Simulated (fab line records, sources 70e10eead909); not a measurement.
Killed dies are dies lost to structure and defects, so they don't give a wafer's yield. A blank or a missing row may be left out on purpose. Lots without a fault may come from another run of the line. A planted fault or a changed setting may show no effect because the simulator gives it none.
fab line records | flow nand_harc
record lots=13 wafers=39 last_day=34
route steps=1302 shown P_ZERO_WELL@67 P_GATE@122
lots that met no fault: from a run of the same line without faults
start_h: hours from the record's first day to the start of the lot's first wafer shown | wait_h: hours since the lot's step before | " the same as in the row above | L1.1+2: a row that stands for several wafers | - no value, or no start given | * or withheld: withheld | < > ~ a bound
route shown NAME@n: a module of which the file shows steps, and the number in the route of the first | usual: mean/standard deviation of fault-free wafers | same: alike in all rows | chamber/n: place in a boat | sites: the reading at each site | _std_site: their standard deviation | _edge_site: outer sites' mean less inner sites' | radius_mm: how far each site lies from the wafer's centre | mask NAME#n: copy n | behind: the tool/chamber that last shaped the wafer | hold: why the lot was held/for how many hours/how that ended | device: the transistor (n, p or np) that didn't switch | end of line: the same wafers' tests at the end of the route | a step without rows: its recipe alone | killed: dies lost to structure and defects at the first sort, not the wafer's yield | map: a wafer's dies, x killed, . not, _ none there
set.NAME: the setting as run; set.NAME@STEP: as run at that earlier step | model.NAME: the simulator's own value behind a step, which no gauge read
steps of the route over a sample of lots; a table a step, a row a wafer
services: from which hour (start_h, from the record's first day; less than 0 if before it) a tool's chamber was out of use, for how many hours, and why
## steps
# step NHARC_P_ZERO_WELL_RTA_42
# recipe temp_c=1100 time_s=300
# usual lamp_power_pct=38.2/1.1 lamp_zone_5_pct=38.2/1.1 lamp_zone_6_pct=38.1/1.1 wafer_temp_C_max=1105.8/1.2
# columns lot.wafer tool chamber start_h wait_h lamp_power_pct lamp_zone_5_pct lamp_zone_6_pct wafer_temp_C_max
L571.3 rtp_anneal-02 0 27.04 - 37.2 37.3 37.2 1105.7
L571.5 " 0 " " 37.2 37.3 37.3 1104.2
L571.6 " 0 " " 37.3 37.3 37.3 1107.3
L572.2 rtp_anneal-01 0 39.95 - 39.4 39.3 39.5 1105.3
L572.4 " 0 " " 39.4 39.5 39.3 1105.9
L572.5 " 0 " " 39.5 39.4 39.4 1105.6
L573.1 rtp_anneal-02 0 46.64 - 37.3 37.1 37.2 1109.3
L573.3 " 0 " " 37.2 37.2 37.2 1105.9
L573.4 " 0 " " 37.2 37.3 37.0 1103.9
L574.1 rtp_anneal-01 0 57.17 - 39.5 39.4 39.3 1110.2
L574.4 " 0 " " 39.5 39.4 39.4 1105.5
L574.5 " 0 " " 39.4 39.4 39.4 1106.9
L576.1 rtp_anneal-02 0 77.21 - 37.3 37.3 37.2 1106.1
L576.3 " 0 " " 37.3 37.3 37.3 1106.0
L576.4 " 0 " " 37.3 37.3 37.3 1104.8
L577.2 rtp_anneal-02 0 87.24 - 37.2 37.3 37.3 1107.2
L577.3 " 0 " " 37.2 37.3 37.2 1104.8
L577.4 " 0 " " 37.3 37.3 37.3 1104.9
L578.3 rtp_anneal-01 0 96.91 - 39.5 39.5 39.4 1106.0
L578.5 " 0 " " 39.5 39.4 39.4 1104.9
L578.6 " 0 " " 39.4 39.5 39.5 1106.9
L580.3 rtp_anneal-02 0 117.11 - 37.3 37.4 37.3 1105.3
L580.4 " 0 " " 37.3 37.2 37.2 1106.7
L580.6 " 0 " " 37.2 37.2 37.3 1105.5
L581.1 rtp_anneal-01 0 127.31 - 39.5 39.4 39.4 1106.0
L581.2 " 0 " " 39.4 39.5 39.5 1105.1
L581.6 " 0 " " 39.4 39.5 39.5 1105.9
L582.1 rtp_anneal-02 0 136.90 - 37.2 37.2 37.1 1105.1
L582.4 " 0 " " 37.2 37.3 37.1 1105.2
L582.5 " 0 " " 37.3 37.3 37.2 1106.2
L583.1 rtp_anneal-02 0 147.08 - 37.3 37.3 37.2 1104.5
L583.3 " 0 " " 37.3 37.2 37.2 1104.3
L583.4 " 0 " " 37.3 37.2 37.3 1104.6
L585.1 rtp_anneal-02 0 166.92 - 37.3 37.3 37.2 1105.2
L585.5 " 0 " " 37.3 37.3 37.2 1104.3
L585.6 " 0 " " 37.4 37.2 37.3 1107.1
L594.1 rtp_anneal-02 0 258.01 - 37.3 37.3 37.2 1105.8
L594.4 " 0 " " 37.4 37.3 37.2 1107.3
L594.5 " 0 " " 37.3 37.3 37.2 1104.0
# step NHARC_P_GATE_CD_MEAS_11
# recipe target_cd_nm=1640 landing_energy_ev=500
# usual cd_nm=1638.8/2.5
# columns lot.wafer tool chamber start_h wait_h cd_nm
L571.3 cd_sem-01 0 87.99 - 1639.3
L571.5 " 0 " " 1635.7
L571.6 " 0 " " 1638.8
L572.2 cd_sem-03 0 98.71 - 1636.7
L572.4 " 0 " " 1638.0
L572.5 " 0 " " 1637.8
L573.1 cd_sem-01 0 98.86 - 1634.0
L573.3 " 0 " " 1639.7
L573.4 " 0 " " 1637.4
L574.1 cd_sem-02 0 110.66 - 1637.0
L574.4 " 0 " " 1637.7
L574.5 " 0 " " 1634.5
L576.1 cd_sem-02 0 131.40 - 1644.3
L576.3 " 0 " " 1643.0
L576.4 " 0 " " 1640.7
L577.2 cd_sem-02 0 143.70 - 1640.3
L577.3 " 0 " " 1639.9
L577.4 " 0 " " 1638.6
L578.3 cd_sem-01 0 151.84 - 1637.2
L578.5 " 0 " " 1636.0
L578.6 " 0 " " 1641.6
L580.3 cd_sem-02 0 177.00 - 1639.3
L580.4 " 0 " " 1637.7
L580.6 " 0 " " 1638.0
L581.1 cd_sem-01 0 182.71 - 1636.9
L581.2 " 0 " " 1634.1
L581.6 " 0 " " 1635.9
L582.1 cd_sem-03 0 188.82 - 1642.1
L582.4 " 0 " " 1641.1
L582.5 " 0 " " 1639.3
L583.1 cd_sem-03 0 204.69 - 1637.6
L583.3 " 0 " " 1639.1
L583.4 " 0 " " 1640.3
L585.1 cd_sem-03 0 228.84 - 1640.5
L585.5 " 0 " " 1642.7
L585.6 " 0 " " 1638.3
L594.1 cd_sem-01 0 312.32 - 1640.4
L594.4 " 0 " " 1640.4
L594.5 " 0 " " 1639.5
# step NHARC_P_GATE_EXPOSE_23
# recipe na=1.35 target_cd_nm=120 dose_mj=93.91 mask_id=P_GATE
# columns lot.wafer tool chamber start_h wait_h mask
L571.3+5+6 arfi_scanner-02 0 103.92 - P_GATE#0
L572.2+4+5 arfi_scanner-02 0 112.74 - P_GATE#0
L573.1+3+4 arfi_scanner-01 0 113.51 - P_GATE#0
L574.1+4+5 arfi_scanner-02 0 132.53 - P_GATE#0
L576.1+3+4 arfi_scanner-01 0 150.22 - P_GATE#0
L577.2+3+4 arfi_scanner-02 0 157.80 - P_GATE#0
L578.3+5+6 arfi_scanner-03 0 165.57 - P_GATE#0
L580.3+4+6 arfi_scanner-01 0 199.32 - P_GATE#0
L581.1+2+6 arfi_scanner-02 0 203.70 - P_GATE#0
L582.1+4+5 arfi_scanner-03 0 206.91 - P_GATE#0
L583.1+3+4 arfi_scanner-02 0 220.49 - P_GATE#0
L585.1+5+6 arfi_scanner-03 0 244.23 - P_GATE_R1#0
L594.1+4+5 arfi_scanner-02 0 328.21 - P_GATE#0
# step NHARC_P_GATE_CD_MEAS_26
# recipe target_cd_nm=120 landing_energy_ev=500
# usual cd_nm=120.0/0.75
# columns lot.wafer tool chamber start_h wait_h cd_nm
L571.3 cd_sem-01 0 104.05 - 118.6
L571.5 " 0 " " 119.6
L571.6 " 0 " " 118.3
L572.2 cd_sem-02 0 112.88 - 119.6
L572.4 " 0 " " 119.4
L572.5 " 0 " " 119.7
L573.1 cd_sem-02 0 113.64 - 119.1
L573.3 " 0 " " 119.0
L573.4 " 0 " " 119.1
L574.1 cd_sem-01 0 132.67 - 120.6
L574.4 " 0 " " 120.6
L574.5 " 0 " " 119.6
L576.1 cd_sem-02 0 150.36 - 120.1
L576.3 " 0 " " 120.7
L576.4 " 0 " " 120.3
L577.2 cd_sem-02 0 157.93 - 120.2
L577.3 " 0 " " 117.9
L577.4 " 0 " " 120.0
L578.3 cd_sem-02 0 165.70 - 119.8
L578.5 " 0 " " 119.8
L578.6 " 0 " " 118.7
L580.3 cd_sem-03 0 199.45 - 121.4
L580.4 " 0 " " 121.7
L580.6 " 0 " " 121.0
L581.1 cd_sem-03 0 203.84 - 120.8
L581.2 " 0 " " 119.9
L581.6 " 0 " " 120.5
L582.1 cd_sem-02 0 207.05 - 119.6
L582.4 " 0 " " 120.5
L582.5 " 0 " " 120.2
L583.1 cd_sem-03 0 220.63 - 120.3
L583.3 " 0 " " 120.4
L583.4 " 0 " " 120.7
L585.1 cd_sem-02 0 244.36 - 117.0
L585.5 " 0 " " 117.1
L585.6 " 0 " " 116.9
L594.1 cd_sem-01 0 328.35 - 119.9
L594.4 " 0 " " 119.8
L594.5 " 0 " " 119.2
# step NHARC_P_GATE_OVL_MEAS_27
# usual overlay_x_nm=0.3/0.86 overlay_y_nm=-0.1/0.74
# columns lot.wafer tool chamber start_h wait_h overlay_x_nm overlay_y_nm
L571.3 overlay-01 - 104.15 - 0.7 0.6
L571.5 " - " " 1.2 0.7
L571.6 " - " " 0.7 0.5
L572.2 overlay-01 - 112.96 - -0.6 0.3
L572.4 " - " " -0.6 0.0
L572.5 " - " " -0.4 0.0
L573.1 overlay-01 - 113.73 - -0.2 0.9
L573.3 " - " " -1.1 0.2
L573.4 " - " " -0.5 0.8
L574.1 overlay-02 - 132.76 - 0.9 0.1
L574.4 " - " " 0.6 -0.5
L574.5 " - " " 0.5 -0.9
L576.1 overlay-01 - 150.45 - 1.0 -1.0
L576.3 " - " " 1.0 -1.1
L576.4 " - " " 1.3 -0.8
L577.2 overlay-01 - 158.02 - 0.1 1.1
L577.3 " - " " -0.4 1.4
L577.4 " - " " -0.8 0.9
L578.3 overlay-01 - 165.79 - -0.6 -0.1
L578.5 " - " " -0.5 -0.3
L578.6 " - " " 0.5 -0.2
L580.3 overlay-02 - 199.54 - 0.3 0.2
L580.4 " - " " 0.4 0.3
L580.6 " - " " 0.1 0.8
L581.1 overlay-02 - 203.93 - 0.6 -0.3
L581.2 " - " " 0.9 -0.1
L581.6 " - " " 0.7 0.2
L582.1 overlay-02 - 207.14 - 0.3 -0.7
L582.4 " - " " 0.4 -0.9
L582.5 " - " " 0.3 -0.8
L583.1 overlay-01 - 220.71 - 2.5 -0.4
L583.3 " - " " 2.3 0.3
L583.4 " - " " 3.1 -0.4
L585.1 overlay-01 - 244.47 - 0.1 0.9
L585.5 " - " " 0.4 0.8
L585.6 " - " " -0.7 0.7
L594.1 overlay-01 - 328.44 - 1.3 0.4
L594.4 " - " " 1.0 0.0
L594.5 " - " " 1.3 0.6
## services
# columns tool chamber start_h hours kind
arfi_scanner-02 - 11.53 2.7 repair
rtp_anneal-02 - 12.00 12.0 pm
arfi_scanner-03 - 12.30 1.6 repair
arfi_scanner-03 - 24.00 4.0 pm
arfi_scanner-01 0 46.33 - calibration
arfi_scanner-02 - 58.22 - calibration
arfi_scanner-02 - 69.91 3.7 repair
arfi_scanner-01 - 80.00 4.0 pm
arfi_scanner-02 - 126.94 0.4 repair
arfi_scanner-02 0 137.67 - calibration
arfi_scanner-02 - 140.00 4.0 pm
arfi_scanner-02 - 156.20 0.7 repair
arfi_scanner-01 - 158.13 2.2 repair
arfi_scanner-03 - 196.00 4.0 pm
arfi_scanner-02 - 207.60 0.9 repair
arfi_scanner-02 - 231.13 0.3 repair
arfi_scanner-02 - 248.01 7.4 repair
arfi_scanner-01 - 252.00 4.0 pm
arfi_scanner-01 - 256.45 2.7 repair
arfi_scanner-01 - 263.94 1.8 repair
arfi_scanner-01 - 290.52 7.7 repair
arfi_scanner-02 - 293.75 1.0 repair
arfi_scanner-02 0 311.09 - calibration
arfi_scanner-02 - 312.00 4.0 pm
## key
first_sign step=NHARC_P_GATE_EXPOSE_23 reading=mask direction=changed
effect step=NHARC_P_GATE_CD_MEAS_26 reading=cd_nm direction=down sigmas=4 usual=120.0 struck=117.0
met_at NHARC_P_GATE_EXPOSE_23
struck_lots L585
tester_left_out L585
not_acting_at NHARC_P_ZERO_WELL_RTA_42,NHARC_P_GATE_CD_MEAS_11,NHARC_P_GATE_OVL_MEAS_27
onset_between 206.91 244.23
fault kind=wrong_mask tool=any chamber=- onset_h=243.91 steps=NHARC_P_GATE_EXPOSE_23 aux_copy=P_GATE_R1#0 cd_offset_nm=-2.5138 scope=struck_lots_only
# tester_left_out: of these lots the tester's yield and bins aren't shown, on N5 and GAA mostly nor the transistor test; their killed dies are dies lost to structure and defects alone, not to doping, threshold or leakage, so they don't give the yield
